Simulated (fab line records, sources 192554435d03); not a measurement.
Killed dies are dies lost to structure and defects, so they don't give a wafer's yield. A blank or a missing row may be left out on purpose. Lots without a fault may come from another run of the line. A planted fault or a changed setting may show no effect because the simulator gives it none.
A struck lot beside a sound one | flow n5_finfet | 16 steps out of a route of 1938
Sound: wafers L222.4, L222.5, L222.6. Struck: wafers L230.1, L230.5, L230.6. The cause comes at the end.
At each step with rows: each side's tool, then ch and its chambers, then its first start. Under that, the readings that differ: sound wafers | struck wafers | difference of the means | sigmas: that difference in standard deviations of wafers without a fault.
alike: readings whose means differ by less than 2 such deviations, and words and numbers that are the same on both sides. not compared: withheld readings, readings that some wafer has no value for, bounds like >300 that may hide the same value, and numbers for which the record gives no deviation and whose values overlap.
The two part at a step that has a row with sigmas, a row that says differs or no value, or rows on one side only. Numbers that don't overlap but have no deviation are shown without sigmas and don't part them. A reading that every wafer of one side lacks parts them only if that side has two wafers or more.

N5_HKMG_FIN_STRIP_93: strips SOC in N2/H2, time 20 s.
  sound on rie_diel-06 ch 2,3, day 6 13:15; struck on rie_diel-03 ch 2,3, day 8 22:10
  alike: drypump_motor_current_A, oes_product_au, power_w, rf_vpp_V, showerhead_plenum_p_Torr, throttle_valve_pct
  not compared: rf_hours_counter_h
then, 1 step without rows for these wafers: N5_HKMG_FIN_WET_ETCH_76 (etches Al2O3 in dNH4OH, stops on La2O3, target depth 2.25 nm, rinse time 30 s).
N5_HKMG_FIN_STRIP_60: strips in N2/H2, time 360 s.
  sound on plasma_asher-01 ch 0,1, day 6 13:31; struck on plasma_asher-01 ch 0,1, day 8 22:20
  alike: drypump_motor_current_A, heater_power_w
  not compared: rf_hours_counter_h
then, 2 steps without rows for these wafers: N5_HKMG_FIN_WET_ETCH_77 (etches La2O3 in dHCl, stops on HfO2, target depth 2 nm); N5_HKMG_FIN_WET_ETCH_78 (etches Al2O3 in dNH4OH, stops on La2O3, target depth 4.5 nm, rinse time 30 s).
N5_HKMG_FIN_ALD_79: deposits TiN, target thk 1.5 nm, pulse time 1 s, purge time 3 s.
  sound on ald_metal-02 ch 2,3, day 6 13:53; struck on ald_metal-01 ch 1,2, day 8 22:49
  alike: heater_power_w, precursor_pulse_height_rel, susceptor_temp_C
N5_HKMG_FIN_CVD_62: deposits a-Si from Si2H6, target thk 3 nm, time 20.8 s.
  sound on thermal_cvd_si-01 ch 0,1,2, day 6 14:18; struck on thermal_cvd_si-02 ch 0,1,2, day 8 23:11
  alike: heater_power_w
then, 5 steps without rows for these wafers: N5_HKMG_FIN_RTA_80 (time 2 s); N5_HKMG_FIN_PRECLEAN_64 (cleans in dHF, time 30 s); N5_HKMG_FIN_WET_ETCH_65 (etches a-Si in TMAH, stops on TiN, time 49 s, target depth 3 nm); N5_HKMG_FIN_WET_ETCH_81 (etches TiN in SC1, stops on HfO2, time 57 s, target depth 6 nm); N5_HKMG_FIN_WET_ETCH_82 (etches La2O3 in dHCl, stops on HfO2, target depth 2 nm, rinse time 30 s).
N5_HKMG_FIN_ALD_36: deposits TiN, target thk 1 nm, pulse time 1 s, purge time 3 s.
  sound on ald_metal-04 ch 1,2, day 6 14:41; struck on ald_metal-04 ch 0,3, day 8 23:35
  reading              | sound                | struck               | difference | sigmas
  susceptor_temp_C (C) | 400.22 400.39 400.07 | 412.45 412.29 412.55 | +12.20     | +58
  alike: heater_power_w, precursor_pulse_height_rel
N5_HKMG_FIN_THK_MEAS_70: measures by xrf.
  sound on film_metro-02, day 6 14:58; struck on film_metro-01, day 8 23:52
  alike: HK_THK
-- the record jumps here: 10 days lie between the struck wafers' starts before and after (it left off in module HKMG_FIN and takes up again in module BEOL_M4, whose first step shown is number 1111 of the route) --
N5_BEOL_M4_RC_MEAS_101:
  sound on prober-01 ch 0, day 14 20:58; struck on prober-02 ch 0, day 19 03:35
  alike: DIBL_N, DIBL_P, IOFF_N, IOFF_P, ION_N, ION_P, SS_N, SS_P, VT_N, VT_P
then, 1 step without rows for these wafers: N5_PASSIVATION_PROBE_49.

WHERE THEY PART
Only at N5_HKMG_FIN_ALD_36, within this record. Later steps at which nothing parts them and some readings are alike: N5_HKMG_FIN_THK_MEAS_70, N5_BEOL_M4_RC_MEAS_101.

WHY: what the simulator had put in
Process parameter drift: ald_metal-04, from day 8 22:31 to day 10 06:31, at N5_HKMG_FIN_ALD_36. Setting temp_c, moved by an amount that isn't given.
